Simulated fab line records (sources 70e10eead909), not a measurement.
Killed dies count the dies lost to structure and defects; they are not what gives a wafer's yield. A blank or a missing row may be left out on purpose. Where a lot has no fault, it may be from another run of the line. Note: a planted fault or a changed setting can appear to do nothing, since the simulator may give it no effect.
Which of the tools did it? + flow nand_harc + 12 lots, 36 wafers sampled, at 5 steps of a route of 1159

== WHAT THE GAUGES SHOWED, per wafer ==
NHARC_P_BONDPAD_CD_MEAS_13. Usual: 497.7 nm for cd_nm, sd 1.9.
| lot  | measured     | on        | cd_nm (nm)        | flag |
|------|--------------|-----------|-------------------|------|
| L829 | day 6 11:50  | cd_sem-03 | 494.6 493.0 497.6 |      |
| L831 | day 6 15:02  | cd_sem-03 | 499.9 501.0 497.3 |      |
| L830 | day 7 00:34  | cd_sem-02 | 499.1 495.6 497.8 |      |
| L833 | day 7 04:13  | cd_sem-02 | 496.8 496.1 494.8 |      |
| L832 | day 7 09:14  | cd_sem-02 | 501.6 501.8 498.9 |      |
| L839 | day 8 19:09  | cd_sem-03 | 498.2 498.5 495.8 |      |
| L844 | day 9 14:24  | cd_sem-03 | 499.2 497.5 498.2 |      |
| L842 | day 9 15:10  | cd_sem-02 | 496.9 497.1 498.8 |      |
| L845 | day 10 15:50 | cd_sem-02 | 499.9 493.7 496.4 |      |
| L847 | day 10 23:35 | cd_sem-02 | 499.2 499.5 500.3 |      |
| L849 | day 11 07:17 | cd_sem-01 | 495.2 498.2 498.4 |      |
| L852 | day 11 21:50 | cd_sem-02 | 499.9 496.0 501.2 |      |

NHARC_A_ONON_D1_THK_MEAS_21: measures by ellipsometry. Usual: 1001 nm for thk_nm, sd 11.
| lot  | measured     | on            | thk_nm (nm)    | flag |
|------|--------------|---------------|----------------|------|
| L829 | day 8 05:57  | film_metro-02 | 994 995 994    |      |
| L831 | day 8 05:56  | film_metro-01 | 1016 1016 1017 |      |
| L830 | day 8 14:03  | film_metro-02 | 1002 1003 1004 |      |
| L833 | day 8 14:16  | film_metro-01 | 990 990 989    |      |
| L832 | day 8 22:11  | film_metro-01 | 984 984 984    |      |
| L839 | day 10 07:28 | film_metro-02 | 1013 675 675   | OFF  |
| L844 | day 11 03:38 | film_metro-02 | 998 997 996    |      |
| L842 | day 11 03:38 | film_metro-01 | 984 647 985    | OFF  |
| L845 | day 12 01:47 | film_metro-02 | 996 995 995    |      |
| L847 | day 12 10:20 | film_metro-02 | 1009 1010 1010 |      |
| L849 | day 12 21:23 | film_metro-02 | 1011 1011 1010 |      |
| L852 | day 13 09:35 | film_metro-02 | 1020 1016 1016 |      |

NHARC_A_CHANNEL_HOLE_D1_OVL_MEAS_11. Usual: overlay_x_nm 0.1 nm, standard deviation 0.9; overlay_y_nm -0.3 nm, standard deviation 0.94.
| lot  | measured     | on         | overlay_x_nm (nm) | overlay_y_nm (nm) | flag |
|------|--------------|------------|-------------------|-------------------|------|
| L829 | day 8 17:37  | overlay-02 | 1.4 1.3 0.9       | -0.8 -0.9 -0.9    |      |
| L831 | day 8 17:27  | overlay-01 | 0.2 0.0 -0.1      | -1.4 -1.9 -1.4    |      |
| L830 | day 8 21:48  | overlay-01 | -1.4 -1.8 -1.8    | -1.3 -1.5 -1.4    |      |
| L833 | day 8 23:38  | overlay-01 | -0.4 -1.1 -0.7    | -1.0 -1.2 -1.6    |      |
| L832 | day 9 06:09  | overlay-01 | 0.3 0.3 0.4       | -0.1 -0.5 -0.3    |      |
| L839 | day 10 16:44 | overlay-01 | -0.4              | 1.4               |      |
| L844 | day 11 08:38 | overlay-01 | -0.9 0.1 -0.1     | -0.3 -0.5 -0.1    |      |
| L842 | day 11 09:05 | overlay-01 | -0.3 -0.2         | 0.6 0.0           |      |
| L845 | day 12 06:53 | overlay-02 | 0.1 -0.2 -0.3     | 1.2 1.0 1.1       |      |
| L847 | day 12 15:19 | overlay-02 | -1.2 -1.0 -1.3    | -0.6 0.2 -0.6     |      |
| L849 | day 13 04:14 | overlay-01 | 0.3 0.6 0.3       | -1.4 -1.3 -1.3    |      |
| L852 | day 13 17:31 | overlay-02 | 0.3 0.3 1.0       | -0.8 -0.8 -0.9    |      |

NHARC_A_CHANNEL_HOLE_D1_INSPECT_12. Usual: 5.4 for raw_defect_count, sd 2.8.
| lot  | measured     | on                | raw_defect_count | flag |
|------|--------------|-------------------|------------------|------|
| L829 | day 8 17:38  | defect_inspect-02 | 2 6 2            |      |
| L831 | day 8 17:29  | defect_inspect-02 | 13 5 10          |      |
| L830 | day 8 21:50  | defect_inspect-01 | 4 2 2            |      |
| L833 | day 8 23:42  | defect_inspect-02 | 5 6 2            |      |
| L832 | day 9 06:11  | defect_inspect-02 | 9 7 9            |      |
| L839 | day 10 16:47 | defect_inspect-02 | 5                |      |
| L844 | day 11 08:41 | defect_inspect-01 | 5 3 5            |      |
| L842 | day 11 09:07 | defect_inspect-02 | 8 4              |      |
| L845 | day 12 06:55 | defect_inspect-02 | 7 5 5            |      |
| L847 | day 12 15:20 | defect_inspect-02 | 3 4 6            |      |
| L849 | day 13 04:17 | defect_inspect-01 | 6 4 8            |      |
| L852 | day 13 17:33 | defect_inspect-01 | 8 6 10           |      |

== EACH LOT AND THE TOOL THAT RAN IT (in order: tool; ch and the chambers of the sampled wafers; start) ==
| lot  | NHARC_A_ONON_D1_DEP_19           |
|------|----------------------------------|
| L829 | pecvd_onon-02 ch 0, day 8 05:26  |
| L831 | pecvd_onon-03 ch 0, day 8 05:25  |
| L830 | pecvd_onon-01 ch 0, day 8 13:32  |
| L833 | pecvd_onon-02 ch 0, day 8 13:45  |
| L832 | pecvd_onon-02 ch 0, day 8 21:44  |
| L839 | pecvd_onon-01 ch 0, day 10 06:58 |
| L844 | pecvd_onon-02 ch 0, day 11 03:11 |
| L842 | pecvd_onon-01 ch 0, day 11 03:11 |
| L845 | pecvd_onon-03 ch 0, day 12 01:23 |
| L847 | pecvd_onon-02 ch 0, day 12 10:00 |
| L849 | pecvd_onon-03 ch 0, day 12 20:53 |
| L852 | pecvd_onon-03 ch 0, day 13 09:08 |
- NHARC_A_ONON_D1_DEP_19: target thk 1000 nm.

== AS READ BY THE TOOLS THEMSELVES (means over the sampled wafers that have a number; for cases with no such wafer, the mark the record gives instead) ==
NHARC_A_ONON_D1_DEP_19. Usual: 2750 sccm for n2_flow_sccm, sd 10.
| lot  | tool          | n2_flow_sccm (sccm) | flag |
|------|---------------|---------------------|------|
| L829 | pecvd_onon-02 | 2741                |      |
| L831 | pecvd_onon-03 | 2741                |      |
| L830 | pecvd_onon-01 | 2757                |      |
| L833 | pecvd_onon-02 | 2743                |      |
| L832 | pecvd_onon-02 | 2742                |      |
| L839 | pecvd_onon-01 | 2744                |      |
| L844 | pecvd_onon-02 | 2764                |      |
| L842 | pecvd_onon-01 | 2742                |      |
| L845 | pecvd_onon-03 | 2748                |      |
| L847 | pecvd_onon-02 | 2745                |      |
| L849 | pecvd_onon-03 | 2749                |      |
| L852 | pecvd_onon-03 | 2752                |      |

== THE ANSWER, worked out from the rows above alone ==
Rule: a lot counts as off when the mean over its wafers that have a number is more than 3 standard deviations away from the usual mean. A lot without any number at a reading at which 4 lots or more have one is off too. The other lots that the step has rows for count as sound. Order of review: gauges by route order, followed by the tools' own readings, for which a lot's mean as printed above is used. The first step at which some lot is off is used, and at that step the reading that is off furthest; a lot without a number counts as furthest.
Off: L839, L842 (NHARC_A_ONON_D1_THK_MEAS_21, thk_nm).
If a tool, at a process step before that reading, ran all the lots that are off and no sound lot after the first of them, it fits. Those tools and the gauges at NHARC_A_ONON_D1_THK_MEAS_21 are tried in the same way. One candidate fits, namely pecvd_onon-01 at NHARC_A_ONON_D1_DEP_19. A fault onset in the window from L830 (day 8 13:32, its last sound lot) to L839 (day 10 06:58, its first lot off) fits.

== WHAT THE SIMULATOR PUT IN ==
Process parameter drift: pecvd_onon-01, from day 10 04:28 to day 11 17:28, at NHARC_A_ONON_D1_DEP_19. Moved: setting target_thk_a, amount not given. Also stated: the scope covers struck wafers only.
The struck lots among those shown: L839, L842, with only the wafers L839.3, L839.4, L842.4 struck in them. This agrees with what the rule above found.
